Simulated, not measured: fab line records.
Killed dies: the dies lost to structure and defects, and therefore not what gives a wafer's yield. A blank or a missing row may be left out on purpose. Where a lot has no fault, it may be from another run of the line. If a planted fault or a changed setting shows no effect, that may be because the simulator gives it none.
Which tool was responsible? / flow n5_finfet / Sampling: 24 lots, 72 wafers, 5 of 1938 route steps

WHAT THE GAUGES READ, wafer by wafer
N5_DUMMY_GATE_CD_MEAS_24: the cd target is 15 nm. Usual: cd_nm at 15.0 nm, with a standard deviation of 0.38.
lot=L074; measured=day 2 22:01; on=cd_sem-01; cd_nm (nm)=15.4 15.6 15.2; flag=
lot=L075; measured=day 3 05:59; on=cd_sem-01; cd_nm (nm)=15.6 15.7 15.1; flag=
lot=L076; measured=day 3 13:29; on=cd_sem-03; cd_nm (nm)=15.1 14.7 14.6; flag=
lot=L077; measured=day 3 19:13; on=cd_sem-03; cd_nm (nm)=15.0 15.0 15.3; flag=
lot=L078; measured=day 4 03:16; on=cd_sem-02; cd_nm (nm)=14.7 14.6 15.1; flag=
lot=L079; measured=day 4 11:28; on=cd_sem-02; cd_nm (nm)=14.4 14.8 14.2; flag=
lot=L080; measured=day 4 12:16; on=cd_sem-03; cd_nm (nm)=14.7 15.1 14.4; flag=
lot=L081; measured=day 4 17:02; on=cd_sem-02; cd_nm (nm)=15.3 15.7 15.6; flag=
lot=L082; measured=day 4 23:23; on=cd_sem-01; cd_nm (nm)=15.6 15.4 14.9; flag=
lot=L083; measured=day 5 03:45; on=cd_sem-01; cd_nm (nm)=15.1 14.7 14.5; flag=
lot=L084; measured=day 5 12:52; on=cd_sem-03; cd_nm (nm)=15.6 15.4 15.5; flag=
lot=L085; measured=day 5 17:29; on=cd_sem-03; cd_nm (nm)=14.2 14.9 14.8; flag=
lot=L086; measured=day 6 01:39; on=cd_sem-02; cd_nm (nm)=14.6 15.4 15.0; flag=
lot=L087; measured=day 6 09:32; on=cd_sem-02; cd_nm (nm)=15.1 15.8 15.2; flag=
lot=L088; measured=day 6 12:24; on=cd_sem-01; cd_nm (nm)=15.1 14.9 14.6; flag=
lot=L089; measured=day 6 18:18; on=cd_sem-01; cd_nm (nm)=15.3 15.8 15.5; flag=
lot=L090; measured=day 6 23:50; on=cd_sem-02; cd_nm (nm)=15.3 15.0 14.8; flag=
lot=L091; measured=day 7 05:02; on=cd_sem-01; cd_nm (nm)=14.8 15.1 15.6; flag=
lot=L092; measured=day 7 09:31; on=cd_sem-03; cd_nm (nm)=15.3 15.0 15.4; flag=
lot=L093; measured=day 7 17:34; on=cd_sem-02; cd_nm (nm)=15.3 14.7 14.9; flag=
lot=L094; measured=day 7 23:04; on=cd_sem-03; cd_nm (nm)=14.8 15.3 15.2; flag=
lot=L095; measured=day 8 07:47; on=cd_sem-01; cd_nm (nm)=14.5 15.2 14.2; flag=
lot=L096; measured=day 8 10:38; on=cd_sem-02; cd_nm (nm)=14.6 14.9 15.9; flag=
lot=L097; measured=day 8 18:52; on=cd_sem-03; cd_nm (nm)=15.2 14.7 14.5; flag=

N5_ILD0_THK_MEAS_13. Usual: thk_nm at 17.7 nm, with a standard deviation of 1.1.
lot=L074; measured=day 3 15:17; on=film_metro-01; thk_nm (nm)=19.6 19.0 19.3; flag=
lot=L075; measured=day 3 22:41; on=film_metro-02; thk_nm (nm)=16.7 18.5 19.2; flag=
lot=L076; measured=day 4 06:37; on=film_metro-02; thk_nm (nm)=19.1 19.1 19.4; flag=
lot=L077; measured=day 4 12:29; on=film_metro-01; thk_nm (nm)=16.6 17.5 19.2; flag=
lot=L078; measured=day 4 22:59; on=film_metro-02; thk_nm (nm)=19.4 19.6 18.9; flag=
lot=L079; measured=day 5 05:48; on=film_metro-01; thk_nm (nm)=16.4 16.9 16.5; flag=
lot=L080; measured=day 5 06:35; on=film_metro-01; thk_nm (nm)=17.9 18.8 18.1; flag=
lot=L081; measured=day 5 11:53; on=film_metro-01; thk_nm (nm)=17.7 17.6 16.3; flag=
lot=L082; measured=day 5 17:52; on=film_metro-01; thk_nm (nm)=17.2 17.3 17.7; flag=
lot=L083; measured=day 6 00:05; on=film_metro-01; thk_nm (nm)=18.3 17.1 18.2; flag=
lot=L084; measured=day 6 05:44; on=film_metro-01; thk_nm (nm)=18.1 17.6 16.9; flag=
lot=L085; measured=day 6 10:53; on=film_metro-02; thk_nm (nm)=18.3 17.3 17.4; flag=
lot=L086; measured=day 6 18:13; on=film_metro-02; thk_nm (nm)=19.8 19.1 18.3; flag=
lot=L087; measured=day 7 03:12; on=film_metro-01; thk_nm (nm)=16.4 17.1 17.2; flag=
lot=L088; measured=day 7 06:10; on=film_metro-02; thk_nm (nm)=17.3 17.4 17.0; flag=
lot=L089; measured=day 7 11:29; on=film_metro-01; thk_nm (nm)=17.0 16.8 17.7; flag=
lot=L090; measured=day 7 17:10; on=film_metro-01; thk_nm (nm)=18.8 16.7 17.3; flag=
lot=L091; measured=day 7 22:29; on=film_metro-01; thk_nm (nm)=18.4 18.1 16.6; flag=
lot=L092; measured=day 8 03:52; on=film_metro-01; thk_nm (nm)=18.7 17.5 17.4; flag=
lot=L093; measured=day 8 10:02; on=film_metro-01; thk_nm (nm)=16.0 17.2 17.1; flag=
lot=L094; measured=day 8 16:32; on=film_metro-01; thk_nm (nm)=17.9 16.5 16.9; flag=
lot=L095; measured=day 9 03:05; on=film_metro-01; thk_nm (nm)=16.4 19.5 17.2; flag=
lot=L096; measured=day 9 04:49; on=film_metro-02; thk_nm (nm)=18.1 18.0 16.7; flag=
lot=L097; measured=day 9 13:38; on=film_metro-02; thk_nm (nm)=17.6 16.2 18.1; flag=

N5_SDB_OVL_MEAS_12. Usual: SDB_OVL typically reads 0.3 nm, with standard deviation 0.7.
lot=L074; measured=day 3 15:43; on=overlay-02; SDB_OVL (nm)=-1.6 -1.0 -1.2; flag=
lot=L075; measured=day 3 23:16; on=overlay-02; SDB_OVL (nm)=-0.8 -0.4 -1.0; flag=
lot=L076; measured=day 4 07:11; on=overlay-01; SDB_OVL (nm)=1.1 0.8 1.3; flag=
lot=L077; measured=day 4 12:54; on=overlay-02; SDB_OVL (nm)=1.2 1.1 0.6; flag=
lot=L078; measured=day 4 23:31; on=overlay-01; SDB_OVL (nm)=0.8 0.5 0.1; flag=
lot=L079; measured=day 5 06:20; on=overlay-02; SDB_OVL (nm)=0.1 0.4 0.4; flag=
lot=L080; measured=day 5 07:08; on=overlay-02; SDB_OVL (nm)=-0.3 0.3 0.5; flag=
lot=L081; measured=day 5 12:26; on=overlay-02; SDB_OVL (nm)=0.4 0.9 0.3; flag=
lot=L082; measured=day 5 18:17; on=overlay-02; SDB_OVL (nm)=-0.2 0.9 0.4; flag=
lot=L083; measured=day 6 00:38; on=overlay-01; SDB_OVL (nm)=1.1 -0.2 0.0; flag=
lot=L084; measured=day 6 06:19; on=overlay-02; SDB_OVL (nm)=0.1 -0.5 -0.9; flag=
lot=L085; measured=day 6 11:26; on=overlay-01; SDB_OVL (nm)=0.4 0.5 0.5; flag=
lot=L086; measured=day 6 18:45; on=overlay-02; SDB_OVL (nm)=0.6 0.6 1.0; flag=
lot=L087; measured=day 7 03:37; on=overlay-02; SDB_OVL (nm)=-0.3 1.9 0.5; flag=
lot=L088; measured=day 7 06:43; on=overlay-01; SDB_OVL (nm)=0.6 0.2 -0.5; flag=
lot=L089; measured=day 7 11:55; on=overlay-02; SDB_OVL (nm)=0.4 0.3 0.1; flag=
lot=L090; measured=day 7 17:43; on=overlay-02; SDB_OVL (nm)=-0.3 -0.4 -0.4; flag=
lot=L091; measured=day 7 23:02; on=overlay-02; SDB_OVL (nm)=0.1 -0.8 -0.6; flag=
lot=L092; measured=day 8 04:17; on=overlay-02; SDB_OVL (nm)=-0.1 1.0 0.1; flag=
lot=L093; measured=day 8 10:34; on=overlay-02; SDB_OVL (nm)=0.9 1.1 1.2; flag=
lot=L094; measured=day 8 17:05; on=overlay-02; SDB_OVL (nm)=1.0 0.3 1.8; flag=
lot=L095; measured=day 9 03:31; on=overlay-01; SDB_OVL (nm)=-0.2 0.2 -0.6; flag=
lot=L096; measured=day 9 05:23; on=overlay-02; SDB_OVL (nm)=-0.2 0.9 0.3; flag=
lot=L097; measured=day 9 14:11; on=overlay-02; SDB_OVL (nm)=0.6 0.3 0.0; flag=

TOOL THAT RAN EACH LOT (tool first, then ch and the chambers of the sampled wafers, then the start)
lot=L074; N5_DUMMY_GATE_ALD_02=ald_sin-04 ch 0,2,3, day 2 12:39; N5_SD_EPI_P_STRIP_40=plasma_asher-02 ch 0,1, day 3 05:16
lot=L075; N5_DUMMY_GATE_ALD_02=ald_sin-01 ch 1,3, day 2 20:34; N5_SD_EPI_P_STRIP_40=plasma_asher-02 ch 0,1, day 3 12:45
lot=L076; N5_DUMMY_GATE_ALD_02=ald_sin-02 ch 1,3, day 3 03:52; N5_SD_EPI_P_STRIP_40=plasma_asher-02 ch 1, day 3 20:30
lot=L077; N5_DUMMY_GATE_ALD_02=ald_sin-04 ch 1,2,3, day 3 09:48; N5_SD_EPI_P_STRIP_40=plasma_asher-02 ch 0,1, day 4 02:16
lot=L078; N5_DUMMY_GATE_ALD_02=ald_sin-02 ch 1,3, day 3 14:13; N5_SD_EPI_P_STRIP_40=plasma_asher-02 ch 0,1, day 4 10:34
lot=L079; N5_DUMMY_GATE_ALD_02=ald_sin-02 ch 0,1,3, day 3 21:28; N5_SD_EPI_P_STRIP_40=plasma_asher-01 ch 1, day 4 18:44
lot=L080; N5_DUMMY_GATE_ALD_02=ald_sin-04 ch 0,1,3, day 4 02:28; N5_SD_EPI_P_STRIP_40=plasma_asher-02 ch 0,1, day 4 19:26
lot=L081; N5_DUMMY_GATE_ALD_02=ald_sin-04 ch 0,3, day 4 07:37; N5_SD_EPI_P_STRIP_40=plasma_asher-01 ch 0, day 5 01:02
lot=L082; N5_DUMMY_GATE_ALD_02=ald_sin-01 ch 0,1,2, day 4 13:46; N5_SD_EPI_P_STRIP_40=plasma_asher-02 ch 0,1, day 5 07:23
lot=L083; N5_DUMMY_GATE_ALD_02=ald_sin-01 ch 0,2, day 4 18:23; N5_SD_EPI_P_STRIP_40=plasma_asher-02 ch 0,1, day 5 12:49
lot=L084; N5_DUMMY_GATE_ALD_02=ald_sin-01 ch 0,1,3, day 5 03:30; N5_SD_EPI_P_STRIP_40=plasma_asher-02 ch 0,1, day 5 19:40
lot=L085; N5_DUMMY_GATE_ALD_02=ald_sin-02 ch 0,2,3, day 5 07:57; N5_SD_EPI_P_STRIP_40=plasma_asher-02 ch 0,1, day 6 00:38
lot=L086; N5_DUMMY_GATE_ALD_02=ald_sin-02 ch 0,2,3, day 5 16:08; N5_SD_EPI_P_STRIP_40=plasma_asher-02 ch 0,1, day 6 08:10
lot=L087; N5_DUMMY_GATE_ALD_02=ald_sin-01 ch 0,3, day 6 00:02; N5_SD_EPI_P_STRIP_40=plasma_asher-01 ch 0, day 6 16:57
lot=L088; N5_DUMMY_GATE_ALD_02=ald_sin-04 ch 2,3, day 6 03:01; N5_SD_EPI_P_STRIP_40=plasma_asher-01 ch 0,1, day 6 19:48
lot=L089; N5_DUMMY_GATE_ALD_02=ald_sin-02 ch 0,2,3, day 6 08:43; N5_SD_EPI_P_STRIP_40=plasma_asher-02 ch 0,1, day 7 01:09
lot=L090; N5_DUMMY_GATE_ALD_02=ald_sin-02 ch 0,1,2, day 6 14:18; N5_SD_EPI_P_STRIP_40=plasma_asher-01 ch 0,1, day 7 06:37
lot=L091; N5_DUMMY_GATE_ALD_02=ald_sin-02 ch 1,2,3, day 6 19:20; N5_SD_EPI_P_STRIP_40=plasma_asher-01 ch 0,1, day 7 12:26
lot=L092; N5_DUMMY_GATE_ALD_02=ald_sin-01 ch 0,1,2, day 7 00:07; N5_SD_EPI_P_STRIP_40=plasma_asher-02 ch 0,1, day 7 17:59
lot=L093; N5_DUMMY_GATE_ALD_02=ald_sin-01 ch 0,1,2, day 7 06:36; N5_SD_EPI_P_STRIP_40=plasma_asher-01 ch 0,1, day 8 00:05
lot=L094; N5_DUMMY_GATE_ALD_02=ald_sin-02 ch 0,1, day 7 13:42; N5_SD_EPI_P_STRIP_40=plasma_asher-01 ch 0, day 8 05:58
lot=L095; N5_DUMMY_GATE_ALD_02=ald_sin-02 ch 2,3, day 7 20:19; N5_SD_EPI_P_STRIP_40=plasma_asher-01 ch 0,1, day 8 15:41
lot=L096; N5_DUMMY_GATE_ALD_02=ald_sin-02 ch 0,1,3, day 8 01:08; N5_SD_EPI_P_STRIP_40=plasma_asher-01 ch 0,1, day 8 18:23
lot=L097; N5_DUMMY_GATE_ALD_02=ald_sin-01 ch 0,2,3, day 8 06:38; N5_SD_EPI_P_STRIP_40=plasma_asher-01 ch 0,1, day 9 03:00
- N5_DUMMY_GATE_ALD_02: deposits SiO2, target thk 2 nm, pulse time 1 s.
- N5_SD_EPI_P_STRIP_40: strips in N2/H2.

WHAT THE TOOLS THEMSELVES READ (means of the sampled wafers that have a number; where no wafer has one, the mark that the record gives instead)
N5_DUMMY_GATE_ALD_02. Usual: heater_power_outer_w 264 W, standard deviation 30; heater_power_w 467 W, standard deviation 39; precursor_pulse_height_rel 1.001, standard deviation 0.019.
lot=L074; tool=ald_sin-04; heater_power_outer_w (W)=295; heater_power_w (W)=507; precursor_pulse_height_rel=1.007; flag=
lot=L075; tool=ald_sin-01; heater_power_outer_w (W)=246; heater_power_w (W)=451; precursor_pulse_height_rel=1.014; flag=
lot=L076; tool=ald_sin-02; heater_power_outer_w (W)=294; heater_power_w (W)=511; precursor_pulse_height_rel=0.995; flag=
lot=L077; tool=ald_sin-04; heater_power_outer_w (W)=268; heater_power_w (W)=462; precursor_pulse_height_rel=1.004; flag=
lot=L078; tool=ald_sin-02; heater_power_outer_w (W)=298; heater_power_w (W)=499; precursor_pulse_height_rel=1.000; flag=
lot=L079; tool=ald_sin-02; heater_power_outer_w (W)=261; heater_power_w (W)=474; precursor_pulse_height_rel=1.012; flag=
lot=L080; tool=ald_sin-04; heater_power_outer_w (W)=281; heater_power_w (W)=498; precursor_pulse_height_rel=1.006; flag=
lot=L081; tool=ald_sin-04; heater_power_outer_w (W)=308; heater_power_w (W)=533; precursor_pulse_height_rel=0.991; flag=
lot=L082; tool=ald_sin-01; heater_power_outer_w (W)=268; heater_power_w (W)=480; precursor_pulse_height_rel=0.994; flag=
lot=L083; tool=ald_sin-01; heater_power_outer_w (W)=269; heater_power_w (W)=463; precursor_pulse_height_rel=0.998; flag=
lot=L084; tool=ald_sin-01; heater_power_outer_w (W)=259; heater_power_w (W)=465; precursor_pulse_height_rel=0.998; flag=
lot=L085; tool=ald_sin-02; heater_power_outer_w (W)=252; heater_power_w (W)=439; precursor_pulse_height_rel=0.990; flag=
lot=L086; tool=ald_sin-02; heater_power_outer_w (W)=257; heater_power_w (W)=452; precursor_pulse_height_rel=0.986; flag=
lot=L087; tool=ald_sin-01; heater_power_outer_w (W)=241; heater_power_w (W)=459; precursor_pulse_height_rel=1.001; flag=
lot=L088; tool=ald_sin-04; heater_power_outer_w (W)=272; heater_power_w (W)=479; precursor_pulse_height_rel=1.003; flag=
lot=L089; tool=ald_sin-02; heater_power_outer_w (W)=253; heater_power_w (W)=444; precursor_pulse_height_rel=1.002; flag=
lot=L090; tool=ald_sin-02; heater_power_outer_w (W)=251; heater_power_w (W)=438; precursor_pulse_height_rel=1.005; flag=
lot=L091; tool=ald_sin-02; heater_power_outer_w (W)=279; heater_power_w (W)=462; precursor_pulse_height_rel=1.000; flag=
lot=L092; tool=ald_sin-01; heater_power_outer_w (W)=272; heater_power_w (W)=482; precursor_pulse_height_rel=1.001; flag=
lot=L093; tool=ald_sin-01; heater_power_outer_w (W)=268; heater_power_w (W)=483; precursor_pulse_height_rel=1.005; flag=
lot=L094; tool=ald_sin-02; heater_power_outer_w (W)=246; heater_power_w (W)=450; precursor_pulse_height_rel=1.002; flag=
lot=L095; tool=ald_sin-02; heater_power_outer_w (W)=275; heater_power_w (W)=470; precursor_pulse_height_rel=0.992; flag=
lot=L096; tool=ald_sin-02; heater_power_outer_w (W)=249; heater_power_w (W)=446; precursor_pulse_height_rel=1.001; flag=
lot=L097; tool=ald_sin-01; heater_power_outer_w (W)=257; heater_power_w (W)=463; precursor_pulse_height_rel=1.015; flag=

N5_SD_EPI_P_STRIP_40. Usual: drypump_motor_current_A 5.6 A, standard deviation 0.55; heater_power_w 352 W, standard deviation 40; oes_product_au 0.761 a.u., standard deviation 0.011.
lot=L074; tool=plasma_asher-02; drypump_motor_current_A (A)=5.0; heater_power_w (W)=332; oes_product_au (a.u.)=0.777; flag=
lot=L075; tool=plasma_asher-02; drypump_motor_current_A (A)=5.3; heater_power_w (W)=335; oes_product_au (a.u.)=0.755; flag=
lot=L076; tool=plasma_asher-02; drypump_motor_current_A (A)=5.6; heater_power_w (W)=338; oes_product_au (a.u.)=0.760; flag=
lot=L077; tool=plasma_asher-02; drypump_motor_current_A (A)=5.3; heater_power_w (W)=336; oes_product_au (a.u.)=0.762; flag=
lot=L078; tool=plasma_asher-02; drypump_motor_current_A (A)=5.1; heater_power_w (W)=331; oes_product_au (a.u.)=0.759; flag=
lot=L079; tool=plasma_asher-01; drypump_motor_current_A (A)=6.0; heater_power_w (W)=330; oes_product_au (a.u.)=0.753; flag=
lot=L080; tool=plasma_asher-02; drypump_motor_current_A (A)=5.3; heater_power_w (W)=331; oes_product_au (a.u.)=0.776; flag=
lot=L081; tool=plasma_asher-01; drypump_motor_current_A (A)=6.2; heater_power_w (W)=418; oes_product_au (a.u.)=0.756; flag=
lot=L082; tool=plasma_asher-02; drypump_motor_current_A (A)=5.3; heater_power_w (W)=339; oes_product_au (a.u.)=0.772; flag=
lot=L083; tool=plasma_asher-02; drypump_motor_current_A (A)=5.1; heater_power_w (W)=331; oes_product_au (a.u.)=0.770; flag=
lot=L084; tool=plasma_asher-02; drypump_motor_current_A (A)=5.1; heater_power_w (W)=335; oes_product_au (a.u.)=0.773; flag=
lot=L085; tool=plasma_asher-02; drypump_motor_current_A (A)=5.3; heater_power_w (W)=337; oes_product_au (a.u.)=0.768; flag=
lot=L086; tool=plasma_asher-02; drypump_motor_current_A (A)=5.1; heater_power_w (W)=327; oes_product_au (a.u.)=0.753; flag=
lot=L087; tool=plasma_asher-01; drypump_motor_current_A (A)=6.3; heater_power_w (W)=431; oes_product_au (a.u.)=0.762; flag=
lot=L088; tool=plasma_asher-01; drypump_motor_current_A (A)=6.2; heater_power_w (W)=396; oes_product_au (a.u.)=0.762; flag=
lot=L089; tool=plasma_asher-02; drypump_motor_current_A (A)=5.1; heater_power_w (W)=332; oes_product_au (a.u.)=0.737; flag=
lot=L090; tool=plasma_asher-01; drypump_motor_current_A (A)=6.1; heater_power_w (W)=357; oes_product_au (a.u.)=0.761; flag=
lot=L091; tool=plasma_asher-01; drypump_motor_current_A (A)=6.1; heater_power_w (W)=353; oes_product_au (a.u.)=0.759; flag=
lot=L092; tool=plasma_asher-02; drypump_motor_current_A (A)=5.3; heater_power_w (W)=339; oes_product_au (a.u.)=0.756; flag=
lot=L093; tool=plasma_asher-01; drypump_motor_current_A (A)=6.2; heater_power_w (W)=393; oes_product_au (a.u.)=0.761; flag=
lot=L094; tool=plasma_asher-01; drypump_motor_current_A (A)=6.2; heater_power_w (W)=420; oes_product_au (a.u.)=0.757; flag=
lot=L095; tool=plasma_asher-01; drypump_motor_current_A (A)=6.2; heater_power_w (W)=387; oes_product_au (a.u.)=0.773; flag=
lot=L096; tool=plasma_asher-01; drypump_motor_current_A (A)=6.2; heater_power_w (W)=392; oes_product_au (a.u.)=0.756; flag=
lot=L097; tool=plasma_asher-01; drypump_motor_current_A (A)=6.1; heater_power_w (W)=362; oes_product_au (a.u.)=0.758; flag=

THE ANSWER, worked out from the rows above alone
Rule: a lot is off if the mean of its wafers that have a number lies more than 3 standard deviations from the usual mean. A lot without any number at a reading at which 4 lots or more have one is off too. The other lots that the step has rows for count as sound. After the gauges, taken in route order, come the tools' own readings; for these a lot's mean is taken, as printed above. At the first step where some lot is off, the reading lying furthest off is the one used; lots without a number count as furthest.
None of the lots is off at any reading shown; this tells nothing.

WHAT THE SIMULATOR PUT IN
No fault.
